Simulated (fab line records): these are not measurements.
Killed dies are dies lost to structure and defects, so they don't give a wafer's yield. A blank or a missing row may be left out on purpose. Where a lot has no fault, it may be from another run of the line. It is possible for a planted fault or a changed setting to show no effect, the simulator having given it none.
Which of the tools did it? + flow n5Finfet + 24 lots, 72 wafers sampled, at 6 steps of a route of 1938

== WHAT THE GAUGES SHOWED, per wafer ==
Not one reading of a measure or inspect step in the record can be checked against a usual standard deviation.

== WHICH TOOL RAN EACH LOT (tool, then ch and the chambers of the sampled wafers, then the start) ==
| lot  | N5_BEOL_M5_SPUTTER_81       | N5_BEOL_M5_ANNEAL_82        | N5_BEOL_M5_ANNEAL_89        | N5_BEOL_M5_DEP_56               | N5_BEOL_M6_ETCH_72                | N5_BEOL_M6_VIA_ETCH_34            |
|------|-----------------------------|-----------------------------|-----------------------------|---------------------------------|-----------------------------------|-----------------------------------|
| L074 | pvdSputter-03, day 8 05:58  | pvdSputter-03, day 8 06:03  | pvdSputter-03, day 8 08:14  | pecvd-03 ch 1,2, day 8 11:08    | rieDiel-04 ch 0,2,3, day 8 14:28  | rieDiel-04 ch 0,2,3, day 8 14:37  |
| L075 | pvdSputter-03, day 8 11:56  | pvdSputter-03, day 8 12:01  | pvdSputter-03, day 8 14:11  | pecvd-04 ch 1,2, day 8 18:29    | rieDiel-01 ch 2,3, day 9 00:30    | rieDiel-01 ch 2,3, day 9 00:38    |
| L077 | pvdSputter-02, day 9 05:11  | pvdSputter-02, day 9 05:16  | pvdSputter-02, day 9 07:26  | pecvd-03 ch 0,2, day 9 09:26    | rieDiel-06 ch 2,3, day 9 13:11    | rieDiel-06 ch 2,3, day 9 13:20    |
| L076 | pvdSputter-01, day 9 16:33  | pvdSputter-01, day 9 16:38  | pvdSputter-01, day 9 18:48  | pecvd-02 ch 0,1,2, day 9 20:49  | rieDiel-04 ch 0,1,2, day 10 00:27 | rieDiel-04 ch 0,1,2, day 10 00:35 |
| L078 | pvdSputter-01, day 10 00:02 | pvdSputter-01, day 10 00:07 | pvdSputter-01, day 10 02:17 | pecvd-02 ch 0,1,2, day 10 04:17 | rieDiel-04 ch 0,1,2, day 10 07:29 | rieDiel-04 ch 0,1,2, day 10 07:38 |
| L079 | pvdSputter-03, day 10 10:51 | pvdSputter-03, day 10 10:56 | pvdSputter-03, day 10 13:06 | pecvd-04 ch 0,1,2, day 10 15:06 | rieDiel-04 ch 1,2,3, day 10 18:16 | rieDiel-04 ch 1,2,3, day 10 18:24 |
| L080 | pvdSputter-02, day 10 19:53 | pvdSputter-02, day 10 19:58 | pvdSputter-02, day 10 22:08 | pecvd-02 ch 1,2, day 11 00:08   | rieDiel-04 ch 0,1, day 11 08:29   | rieDiel-04 ch 0,1, day 11 08:38   |
| L082 | pvdSputter-01, day 10 22:16 | pvdSputter-01, day 10 22:21 | pvdSputter-01, day 11 00:31 | pecvd-03 ch 0,1,2, day 11 02:32 | rieDiel-04 ch 0,1,3, day 11 08:05 | rieDiel-04 ch 0,1,3, day 11 08:14 |
| L081 | pvdSputter-02, day 11 01:40 | pvdSputter-02, day 11 01:44 | pvdSputter-02, day 11 03:55 | pecvd-02 ch 0,1, day 11 05:55   | rieDiel-01 ch 0,1,2, day 11 11:40 | rieDiel-01 ch 0,1,2, day 11 11:49 |
| L083 | pvdSputter-02, day 11 10:09 | pvdSputter-02, day 11 10:14 | pvdSputter-02, day 11 12:24 | pecvd-02 ch 0,1, day 11 14:24   | rieDiel-04 ch 0,2,3, day 11 18:05 | rieDiel-04 ch 0,2,3, day 11 18:14 |
| L084 | pvdSputter-03, day 11 11:38 | pvdSputter-03, day 11 11:43 | pvdSputter-03, day 11 13:53 | pecvd-04 ch 0,2, day 11 16:14   | rieDiel-06 ch 0,2,3, day 11 20:58 | rieDiel-06 ch 0,2,3, day 11 21:07 |
| L086 | pvdSputter-02, day 11 17:50 | pvdSputter-02, day 11 17:55 | pvdSputter-02, day 11 20:05 | pecvd-04 ch 0,1, day 11 22:05   | rieDiel-06 ch 0,1,3, day 12 00:47 | rieDiel-06 ch 0,1,3, day 12 00:56 |
| L085 | pvdSputter-03, day 11 18:22 | pvdSputter-03, day 11 18:27 | pvdSputter-03, day 11 20:37 | pecvd-03 ch 0,1, day 11 23:13   | rieDiel-04 ch 0,1, day 12 04:20   | rieDiel-04 ch 0,1, day 12 04:28   |
| L088 | pvdSputter-01, day 12 01:44 | pvdSputter-01, day 12 01:49 | pvdSputter-01, day 12 04:00 | pecvd-02 ch 0,1, day 12 05:59   | rieDiel-01 ch 0,1,2, day 12 12:02 | rieDiel-01 ch 0,1,2, day 12 12:10 |
| L087 | pvdSputter-02, day 12 07:17 | pvdSputter-02, day 12 07:22 | pvdSputter-02, day 12 09:32 | pecvd-03 ch 0,1, day 12 11:32   | rieDiel-06 ch 1,2,3, day 12 16:02 | rieDiel-06 ch 1,2,3, day 12 16:11 |
| L090 | pvdSputter-02, day 12 12:35 | pvdSputter-02, day 12 12:40 | pvdSputter-02, day 12 14:50 | pecvd-02 ch 0,1,2, day 12 16:55 | rieDiel-04 ch 0,2,3, day 12 21:24 | rieDiel-04 ch 0,2,3, day 12 21:32 |
| L089 | pvdSputter-02, day 12 18:52 | pvdSputter-02, day 12 18:56 | pvdSputter-02, day 12 21:07 | pecvd-02 ch 0,1, day 12 23:08   | rieDiel-01 ch 1,2, day 13 03:47   | rieDiel-01 ch 1,2, day 13 03:56   |
| L091 | pvdSputter-02, day 13 04:46 | pvdSputter-02, day 13 04:51 | pvdSputter-02, day 13 07:02 | pecvd-02 ch 0,1, day 13 09:01   | rieDiel-01 ch 0,1,2, day 13 13:32 | rieDiel-01 ch 0,1,2, day 13 13:41 |
| L092 | pvdSputter-03, day 13 06:49 | pvdSputter-03, day 13 06:53 | pvdSputter-03, day 13 09:04 | pecvd-02 ch 0,1, day 13 12:17   | rieDiel-06 ch 0,2,3, day 13 17:49 | rieDiel-06 ch 0,2,3, day 13 17:58 |
| L093 | pvdSputter-03, day 13 15:27 | pvdSputter-03, day 13 15:32 | pvdSputter-03, day 13 17:42 | pecvd-02 ch 1,2, day 13 19:45   | rieDiel-04 ch 2,3, day 13 23:20   | rieDiel-04 ch 2,3, day 13 23:29   |
| L094 | pvdSputter-01, day 13 20:40 | pvdSputter-01, day 13 20:44 | pvdSputter-01, day 13 22:55 | pecvd-02 ch 0,1, day 14 00:58   | rieDiel-04 ch 1,3, day 14 06:27   | rieDiel-04 ch 1,3, day 14 06:36   |
| L095 | pvdSputter-02, day 14 12:20 | pvdSputter-02, day 14 12:25 | pvdSputter-02, day 14 14:35 | pecvd-03 ch 0,1,2, day 14 16:36 | rieDiel-01 ch 0,2,3, day 14 21:15 | rieDiel-01 ch 0,2,3, day 14 21:23 |
| L097 | pvdSputter-03, day 14 14:22 | pvdSputter-03, day 14 14:27 | pvdSputter-03, day 14 16:38 | pecvd-04 ch 0,1, day 14 18:38   | rieDiel-04 ch 0,1,2, day 15 02:11 | rieDiel-04 ch 0,1,2, day 15 02:20 |
| L096 | pvdSputter-01, day 14 16:23 | pvdSputter-01, day 14 16:28 | pvdSputter-01, day 14 18:55 | pecvd-03 ch 0,1,2, day 14 21:04 | rieDiel-01 ch 0,1, day 15 04:05   | rieDiel-01 ch 0,1, day 15 04:14   |
- N5_BEOL_M5_SPUTTER_81: material Cu, target thk 15 nm, time 27.62 s.
- N5_BEOL_M5_ANNEAL_82: time 1800 s.
- N5_BEOL_M5_ANNEAL_89: time 1800 s.
- N5_BEOL_M5_DEP_56: deposits SiCN from 3MS/NH3, target thk 8 nm, time 14 s.
- N5_BEOL_M6_ETCH_72: etches underlayer in N2/H2, target depth 6.5 nm, time 5.2 s.
- N5_BEOL_M6_VIA_ETCH_34: etches SiCOH lowk in C4F6/O2, target depth 126.3 nm, time 50.9 s.

== WHAT THE TOOLS THEMSELVES READ (means of the sampled wafers that have a number; where no wafer has one, the mark that the record gives instead) ==
N5_BEOL_M5_SPUTTER_81. Usual: 29.8 % for throttleValvePct, sd 1.1.
| lot  | tool          | throttleValvePct (%) | flag |
|------|---------------|----------------------|------|
| L074 | pvdSputter-03 | 29.1                 |      |
| L075 | pvdSputter-03 | 28.1                 |      |
| L077 | pvdSputter-02 | 30.3                 |      |
| L076 | pvdSputter-01 | 29.8                 |      |
| L078 | pvdSputter-01 | 29.5                 |      |
| L079 | pvdSputter-03 | 29.6                 |      |
| L080 | pvdSputter-02 | 29.6                 |      |
| L082 | pvdSputter-01 | 30.0                 |      |
| L081 | pvdSputter-02 | 30.1                 |      |
| L083 | pvdSputter-02 | 29.6                 |      |
| L084 | pvdSputter-03 | 30.2                 |      |
| L086 | pvdSputter-02 | 29.3                 |      |
| L085 | pvdSputter-03 | 29.0                 |      |
| L088 | pvdSputter-01 | 29.2                 |      |
| L087 | pvdSputter-02 | 29.6                 |      |
| L090 | pvdSputter-02 | 30.4                 |      |
| L089 | pvdSputter-02 | 30.7                 |      |
| L091 | pvdSputter-02 | 29.3                 |      |
| L092 | pvdSputter-03 | 28.8                 |      |
| L093 | pvdSputter-03 | 30.8                 |      |
| L094 | pvdSputter-01 | 29.8                 |      |
| L095 | pvdSputter-02 | 29.6                 |      |
| L097 | pvdSputter-03 | 29.4                 |      |
| L096 | pvdSputter-01 | 29.1                 |      |

N5_BEOL_M5_ANNEAL_82. Usual: 823 W for heaterPowerW, sd 59.
| lot  | tool          | heaterPowerW (W) | flag |
|------|---------------|------------------|------|
| L074 | pvdSputter-03 | 781              |      |
| L075 | pvdSputter-03 | 773              |      |
| L077 | pvdSputter-02 | 810              |      |
| L076 | pvdSputter-01 | 790              |      |
| L078 | pvdSputter-01 | 823              |      |
| L079 | pvdSputter-03 | 836              |      |
| L080 | pvdSputter-02 | 839              |      |
| L082 | pvdSputter-01 | 762              |      |
| L081 | pvdSputter-02 | 835              |      |
| L083 | pvdSputter-02 | 798              |      |
| L084 | pvdSputter-03 | 831              |      |
| L086 | pvdSputter-02 | 802              |      |
| L085 | pvdSputter-03 | 786              |      |
| L088 | pvdSputter-01 | 828              |      |
| L087 | pvdSputter-02 | 822              |      |
| L090 | pvdSputter-02 | 804              |      |
| L089 | pvdSputter-02 | 805              |      |
| L091 | pvdSputter-02 | 801              |      |
| L092 | pvdSputter-03 | 773              |      |
| L093 | pvdSputter-03 | 901              |      |
| L094 | pvdSputter-01 | 838              |      |
| L095 | pvdSputter-02 | 827              |      |
| L097 | pvdSputter-03 | 828              |      |
| L096 | pvdSputter-01 | 829              |      |

N5_BEOL_M5_ANNEAL_89. Usual: 822 W for heaterPowerW, sd 60.
| lot  | tool          | heaterPowerW (W) | flag |
|------|---------------|------------------|------|
| L074 | pvdSputter-03 | 787              |      |
| L075 | pvdSputter-03 | 776              |      |
| L077 | pvdSputter-02 | 808              |      |
| L076 | pvdSputter-01 | 787              |      |
| L078 | pvdSputter-01 | 834              |      |
| L079 | pvdSputter-03 | 854              |      |
| L080 | pvdSputter-02 | 827              |      |
| L082 | pvdSputter-01 | 781              |      |
| L081 | pvdSputter-02 | 840              |      |
| L083 | pvdSputter-02 | 805              |      |
| L084 | pvdSputter-03 | 844              |      |
| L086 | pvdSputter-02 | 800              |      |
| L085 | pvdSputter-03 | 780              |      |
| L088 | pvdSputter-01 | 826              |      |
| L087 | pvdSputter-02 | 825              |      |
| L090 | pvdSputter-02 | 818              |      |
| L089 | pvdSputter-02 | 802              |      |
| L091 | pvdSputter-02 | 803              |      |
| L092 | pvdSputter-03 | 771              |      |
| L093 | pvdSputter-03 | 908              |      |
| L094 | pvdSputter-01 | 850              |      |
| L095 | pvdSputter-02 | 834              |      |
| L097 | pvdSputter-03 | 825              |      |
| L096 | pvdSputter-01 | 830              |      |

N5_BEOL_M5_DEP_56. Usual: chamberPressureTorr 3.000 Torr, standard deviation 0.0067; showerheadPlenumPTorr 3.662 Torr, standard deviation 0.0096; throttleValvePct 9.2 %, standard deviation 0.61.
| lot  | tool     | chamberPressureTorr (Torr) | showerheadPlenumPTorr (Torr) | throttleValvePct (%) | flag |
|------|----------|----------------------------|------------------------------|----------------------|------|
| L074 | pecvd-03 | 2.997                      | 3.652                        | 9.3                  |      |
| L075 | pecvd-04 | 2.996                      | 3.675                        | 9.4                  |      |
| L077 | pecvd-03 | 2.988                      | 3.668                        | 8.6                  |      |
| L076 | pecvd-02 | 2.998                      | 3.658                        | 9.3                  |      |
| L078 | pecvd-02 | 2.995                      | 3.663                        | 9.3                  |      |
| L079 | pecvd-04 | 3.002                      | 3.673                        | 9.1                  |      |
| L080 | pecvd-02 | 2.995                      | 3.658                        | 9.3                  |      |
| L082 | pecvd-03 | 3.005                      | 3.660                        | 8.8                  |      |
| L081 | pecvd-02 | 3.002                      | 3.659                        | 9.5                  |      |
| L083 | pecvd-02 | 2.998                      | 3.655                        | 9.8                  |      |
| L084 | pecvd-04 | 2.999                      | 3.670                        | 8.8                  |      |
| L086 | pecvd-04 | 3.005                      | 3.667                        | 9.0                  |      |
| L085 | pecvd-03 | 3.002                      | 3.654                        | 9.1                  |      |
| L088 | pecvd-02 | 3.004                      | 3.662                        | 9.7                  |      |
| L087 | pecvd-03 | 2.999                      | 3.666                        | 9.0                  |      |
| L090 | pecvd-02 | 3.001                      | 3.660                        | 9.5                  |      |
| L089 | pecvd-02 | 2.999                      | 3.659                        | 9.8                  |      |
| L091 | pecvd-02 | 3.002                      | 3.659                        | 9.6                  |      |
| L092 | pecvd-02 | 2.991                      | 3.653                        | 9.6                  |      |
| L093 | pecvd-02 | 3.008                      | 3.656                        | 9.6                  |      |
| L094 | pecvd-02 | 3.002                      | 3.659                        | 9.6                  |      |
| L095 | pecvd-03 | 3.004                      | 3.664                        | 8.8                  |      |
| L097 | pecvd-04 | 2.995                      | 3.661                        | 9.5                  |      |
| L096 | pecvd-03 | 3.000                      | 3.661                        | 8.7                  |      |

N5_BEOL_M6_ETCH_72. Usual: biasW 150.0 W (standard deviation 0.47); drypumpMotorCurrentA 5.7 A (standard deviation 0.4); etchRfOnTimeS 5.15 s (standard deviation 0.17); oesProductAu 0.69 a.u. (standard deviation 0.071); rfVppV 523.3 V (standard deviation 2.6); showerheadPlenumPTorr 2.53 Torr (standard deviation 0.08); throttleValvePct 17.78 % (standard deviation 0.14).
| lot  | tool       | biasW (W) | drypumpMotorCurrentA (A) | etchRfOnTimeS (s) | oesProductAu (a.u.) | rfVppV (V) | showerheadPlenumPTorr (Torr) | throttleValvePct (%) | flag |
|------|------------|-----------|--------------------------|-------------------|---------------------|------------|------------------------------|----------------------|------|
| L074 | rieDiel-04 | 150.1     | 5.7                      | 5.27              | 0.65                | 522.9      | 2.48                         | 17.70                |      |
| L075 | rieDiel-01 | 150.2     | 5.9                      | 5.11              | 0.64                | 521.7      | 2.50                         | 18.04                |      |
| L077 | rieDiel-06 | 150.1     | 5.6                      | 4.95              | 0.73                | 524.9      | 2.54                         | 17.75                |      |
| L076 | rieDiel-04 | 150.3     | 5.9                      | 5.19              | 0.69                | 524.4      | 2.53                         | 17.72                |      |
| L078 | rieDiel-04 | 150.1     | 5.9                      | 5.15              | 0.69                | 522.5      | 2.53                         | 17.73                |      |
| L079 | rieDiel-04 | 149.8     | 5.6                      | 5.22              | 0.69                | 524.0      | 2.53                         | 17.81                |      |
| L080 | rieDiel-04 | 150.2     | 5.9                      | 5.12              | 0.70                | 522.6      | 2.50                         | 17.74                |      |
| L082 | rieDiel-04 | 150.0     | 5.6                      | 5.11              | 0.71                | 523.0      | 2.50                         | 17.81                |      |
| L081 | rieDiel-01 | 149.9     | 5.4                      | 5.09              | 0.75                | 523.1      | 2.54                         | 17.72                |      |
| L083 | rieDiel-04 | 150.1     | 5.7                      | 5.32              | 0.64                | 520.1      | 2.47                         | 17.74                |      |
| L084 | rieDiel-06 | 149.7     | 5.4                      | 5.06              | 0.68                | 523.4      | 2.55                         | 17.75                |      |
| L086 | rieDiel-06 | 150.1     | 5.5                      | 5.26              | 0.68                | 526.0      | 2.59                         | 17.76                |      |
| L085 | rieDiel-04 | 150.4     | 5.9                      | 5.08              | 0.73                | 523.8      | 2.55                         | 17.83                |      |
| L088 | rieDiel-01 | 149.8     | 5.4                      | 5.14              | 0.72                | 524.0      | 2.53                         | 17.73                |      |
| L087 | rieDiel-06 | 149.8     | 5.7                      | 5.02              | 0.71                | 523.9      | 2.58                         | 17.79                |      |
| L090 | rieDiel-04 | 149.9     | 5.7                      | 5.24              | 0.64                | 521.5      | 2.47                         | 17.76                |      |
| L089 | rieDiel-01 | 150.0     | 5.4                      | 5.03              | 0.76                | 521.7      | 2.47                         | 17.73                |      |
| L091 | rieDiel-01 | 150.1     | 5.4                      | 5.05              | 0.71                | 525.0      | 2.53                         | 17.75                |      |
| L092 | rieDiel-06 | 150.1     | 5.4                      | 5.14              | 0.66                | 523.6      | 2.54                         | 17.79                |      |
| L093 | rieDiel-04 | 150.3     | 5.7                      | 5.40              | 0.60                | 522.8      | 2.49                         | 17.78                |      |
| L094 | rieDiel-04 | 149.5     | 5.4                      | 5.22              | 0.68                | 522.7      | 2.50                         | 17.94                |      |
| L095 | rieDiel-01 | 149.8     | 5.7                      | 5.14              | 0.69                | 524.0      | 2.53                         | 17.76                |      |
| L097 | rieDiel-04 | 150.0     | 5.9                      | 5.21              | 0.65                | 522.9      | 2.51                         | 17.80                |      |
| L096 | rieDiel-01 | 150.4     | 5.3                      | 5.02              | 0.69                | 523.5      | 2.59                         | 17.89                |      |

N5_BEOL_M6_VIA_ETCH_34. Usual: biasW 185.0 W (standard deviation 0.57); drypumpMotorCurrentA 5.7 A (standard deviation 0.4); oes_ar_750_au 0.81 a.u. (standard deviation 0.073); oesProductAu 0.81 a.u. (standard deviation 0.083); rfVppV 659 V (standard deviation 19); showerheadPlenumPTorr 2.82 Torr (standard deviation 0.082); throttleValvePct 20.78 % (standard deviation 0.2).
| lot  | tool       | biasW (W) | drypumpMotorCurrentA (A) | oes_ar_750_au (a.u.) | oesProductAu (a.u.) | rfVppV (V) | showerheadPlenumPTorr (Torr) | throttleValvePct (%) | flag |
|------|------------|-----------|--------------------------|----------------------|---------------------|------------|------------------------------|----------------------|------|
| L074 | rieDiel-04 | 185.0     | 5.7                      | 0.78                 | 0.77                | 649        | 2.78                         | 20.77                |      |
| L075 | rieDiel-01 | 184.8     | 5.9                      | 0.74                 | 0.74                | 662        | 2.76                         | 20.76                |      |
| L077 | rieDiel-06 | 185.2     | 5.6                      | 0.85                 | 0.86                | 654        | 2.84                         | 20.79                |      |
| L076 | rieDiel-04 | 185.2     | 6.0                      | 0.81                 | 0.81                | 666        | 2.83                         | 20.73                |      |
| L078 | rieDiel-04 | 184.3     | 5.9                      | 0.80                 | 0.81                | 666        | 2.83                         | 20.74                |      |
| L079 | rieDiel-04 | 185.3     | 5.6                      | 0.80                 | 0.81                | 665        | 2.83                         | 20.85                |      |
| L080 | rieDiel-04 | 184.7     | 6.0                      | 0.80                 | 0.82                | 664        | 2.81                         | 20.83                |      |
| L082 | rieDiel-04 | 185.6     | 5.6                      | 0.82                 | 0.83                | 662        | 2.81                         | 20.92                |      |
| L081 | rieDiel-01 | 185.7     | 5.3                      | 0.86                 | 0.86                | 664        | 2.84                         | 20.76                |      |
| L083 | rieDiel-04 | 185.3     | 5.7                      | 0.76                 | 0.75                | 648        | 2.77                         | 20.80                |      |
| L084 | rieDiel-06 | 184.7     | 5.4                      | 0.78                 | 0.79                | 648        | 2.85                         | 20.79                |      |
| L086 | rieDiel-06 | 185.5     | 5.5                      | 0.80                 | 0.79                | 641        | 2.89                         | 20.76                |      |
| L085 | rieDiel-04 | 185.3     | 5.9                      | 0.84                 | 0.85                | 679        | 2.86                         | 20.88                |      |
| L088 | rieDiel-01 | 184.7     | 5.4                      | 0.85                 | 0.85                | 665        | 2.83                         | 20.78                |      |
| L087 | rieDiel-06 | 184.7     | 5.8                      | 0.84                 | 0.84                | 648        | 2.87                         | 20.78                |      |
| L090 | rieDiel-04 | 184.8     | 5.7                      | 0.75                 | 0.74                | 648        | 2.77                         | 20.82                |      |
| L089 | rieDiel-01 | 184.1     | 5.4                      | 0.88                 | 0.88                | 663        | 2.78                         | 20.81                |      |
| L091 | rieDiel-01 | 184.8     | 5.3                      | 0.83                 | 0.83                | 665        | 2.83                         | 20.80                |      |
| L092 | rieDiel-06 | 184.7     | 5.3                      | 0.77                 | 0.77                | 648        | 2.85                         | 20.82                |      |
| L093 | rieDiel-04 | 184.9     | 5.7                      | 0.72                 | 0.71                | 649        | 2.78                         | 20.75                |      |
| L094 | rieDiel-04 | 185.0     | 5.4                      | 0.80                 | 0.81                | 661        | 2.80                         | 21.06                |      |
| L095 | rieDiel-01 | 185.0     | 5.6                      | 0.82                 | 0.82                | 664        | 2.81                         | 20.62                |      |
| L097 | rieDiel-04 | 184.9     | 6.0                      | 0.76                 | 0.76                | 665        | 2.81                         | 20.79                |      |
| L096 | rieDiel-01 | 185.0     | 5.2                      | 0.80                 | 0.81                | 678        | 2.89                         | 20.85                |      |

== THE ANSWER, worked out from the rows above alone ==
Rule: a lot is off if the mean of its wafers that have a number lies more than 3 standard deviations from the usual mean. A lot without any number at a reading at which 4 lots or more have one is off too. Any other lot the step has rows for is counted as sound. After the gauges, taken in route order, come the tools' own readings; for these a lot's mean is taken, as printed above. The first step at which some lot is off is used, and at that step the reading that is off furthest; a lot without a number counts as furthest.
No lot is off at any reading shown: from this, nothing can be told.

== WHAT THE SIMULATOR PUT IN ==
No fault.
